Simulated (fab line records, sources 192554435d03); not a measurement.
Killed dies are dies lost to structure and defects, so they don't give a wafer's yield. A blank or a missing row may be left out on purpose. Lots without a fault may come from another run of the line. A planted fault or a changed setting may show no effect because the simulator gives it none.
One fault seen from 2 desks | flow n5_finfet | each desk has only its own numbers; what lay behind them comes last

THE METROLOGY DESK
What the gauges read, lot by lot, whatever tool the lot ran on: means of the sampled wafers that have a number. A lot is out of limits, marked OUT, if its mean lies more than 4 standard deviations from the usual mean; the brackets give that distance. Of its 11 readings 7 are shown: those that lie furthest out on some lot.
Columns: A = cd_nm at N5_FIN_CUT_CD_MEAS_08, usual 29.20 nm; B = DIBL_P at N5_BEOL_M4_RC_MEAS_101, usual 36.5 mV/V; C = IOFF_N at N5_BEOL_M4_RC_MEAS_101, usual 0.158 nA/um; D = IOFF_P at N5_BEOL_M4_RC_MEAS_101, usual 0.21 nA/um; E = ION_P at N5_BEOL_M4_RC_MEAS_101, usual 464 uA/um; F = VT_N at N5_BEOL_M4_RC_MEAS_101, usual 250.4 mV; G = VT_P at N5_BEOL_M4_RC_MEAS_101, usual -250 mV
lot  | first seen here | A     | B    | C     | D    | E   | F     | G
L812 | day 2 02:23     | 29.23 | 37.4 | 0.161 | 0.23 | 463 | 251.5 | -249
L814 | day 2 14:53     | 28.97 | 34.4 | 0.128 | 0.17 | 456 | 253.5 | -254
L815 | day 2 21:05     | 29.15 | 36.5 | 0.158 | 0.21 | 460 | 253.2 | -252
L822 | day 4 13:53     | 28.98 | 34.9 | 0.137 | 0.19 | 466 | 252.8 | -252
L824 | day 5 03:02     | 29.47 | 35.6 | 0.152 | 0.18 | 453 | 249.5 | -253
L825 | day 5 09:28     | 29.37 | 36.0 | 0.147 | 0.24 | 472 | 250.4 | -247
L826 | day 5 14:17     | 29.14 | 39.2 | 0.196 | 0.29 | 476 | 245.0 | -242
L827 | day 5 22:20     | 29.55 | 37.1 | 0.166 | 0.22 | 465 | 250.1 | -250
L835 | day 7 20:35     | 29.15 | 36.8 | 0.179 | 0.25 | 467 | 250.6 | -248
This desk's finding: nothing out of limits on any of the 9 lots.

THE TOOL OWNER'S DESK: rie_diel-03
The tool's own readings at N5_FIN_CUT_ETCH_20 (etches SiARC in CF4, target depth 26 nm, time 43.3 s): means of the sampled wafers that have a number, for each lot that ran on this tool. A lot is out of limits, marked OUT, if its mean lies more than 4 standard deviations from the usual mean; the brackets give that distance.
Columns: A = drypump_motor_current_A at N5_FIN_CUT_ETCH_20, usual 5.7 A; B = etch_rf_on_time_s at N5_FIN_CUT_ETCH_20, usual 43.4 s; C = oes_product_au at N5_FIN_CUT_ETCH_20, usual 0.65 a.u.; D = rf_vpp_V at N5_FIN_CUT_ETCH_20, usual 184.3 V; E = showerhead_plenum_p_Torr at N5_FIN_CUT_ETCH_20, usual 2.16 Torr; F = throttle_valve_pct at N5_FIN_CUT_ETCH_20, usual 15.62 %
lot  | first seen here | A   | B    | C    | D     | E    | F
L812 | day 2 02:52     | 5.9 | 44.7 | 0.60 | 184.6 | 2.20 | 15.64
L814 | day 2 15:05     | 5.9 | 43.5 | 0.60 | 184.0 | 2.18 | 15.77
L822 | day 4 14:03     | 6.2 | 46.9 | 0.58 | 184.2 | 2.16 | 15.82
L824 | day 5 03:13     | 6.2 | 47.1 | 0.58 | 183.6 | 2.18 | 15.72
L826 | day 5 14:28     | 6.2 | 47.7 | 0.57 | 184.5 | 2.18 | 15.73
This desk's finding: nothing out of limits on any of the 5 lots.

PUT TOGETHER
The metrology desk saw nothing out of limits.
The tool owner's desk saw nothing out of limits.

WHAT THE SIMULATOR HAD PUT IN
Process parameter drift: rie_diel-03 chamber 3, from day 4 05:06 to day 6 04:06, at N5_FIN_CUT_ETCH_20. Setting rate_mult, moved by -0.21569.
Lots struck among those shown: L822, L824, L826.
